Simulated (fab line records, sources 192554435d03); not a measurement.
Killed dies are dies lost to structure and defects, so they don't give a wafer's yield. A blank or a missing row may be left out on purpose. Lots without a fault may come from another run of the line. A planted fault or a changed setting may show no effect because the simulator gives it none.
Chamber matching | flow n5_finfet | N5_MIM_TOP_ALD_00 on ald_hk-01: 4 sister chambers
The step deposits Al2O3, purge time 3 s, co reactant pulse time 3 s. 4 wafers are shown with their chamber, then 8 later ones without.

WAFERS WITH THEIR CHAMBER
wafer  | chamber | precursor_pulse_height_rel
L084.1 | 2       | 0.978
L084.2 | 0       | 0.984
L084.4 | 3       | 0.979
L085.1 | 1       | 1.008

WAFERS WITHOUT THEIR CHAMBER
wafer  | precursor_pulse_height_rel
L085.4 | 0.974
L085.5 | 1.007
L088.2 | 1.001
L088.4 | 1.024
L088.6 | 1.020
L092.1 | 0.991
L092.2 | 1.011
L092.4 | 0.995

WHICH CHAMBER EACH WENT THROUGH
wafer  | from the rows above               | in truth
L085.4 | can't be placed: 2 or 3 or 0      | 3
L085.5 | 1                                 | 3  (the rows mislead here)
L088.2 | can't be placed: 1 or 0 or 3 or 2 | 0
L088.4 | 1                                 | 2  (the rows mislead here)
L088.6 | 1                                 | 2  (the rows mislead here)
L092.1 | can't be placed: 0 or 3 or 2 or 1 | 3
L092.2 | 1                                 | 1
L092.4 | can't be placed: 0 or 1 or 3 or 2 | 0
Placed correctly: 1 of 8. Can't be placed from these rows: 4 (the true chamber is among the candidates in 4). Placed wrongly: 3.
How it was worked out, from the rows above alone: a wafer's distance from a chamber is the root of the sum, over the readings, of the square of ((its reading less the chamber's mean) divided by the reading's scatter). The wafer belongs to the nearest chamber; if the next one is less than 2 further off, it can't be placed. A chamber's mean is the mean of its shown wafers. The scatter: with one shown wafer a chamber, the root of the mean of the squares of how far each hidden wafer lies from its nearest shown one.
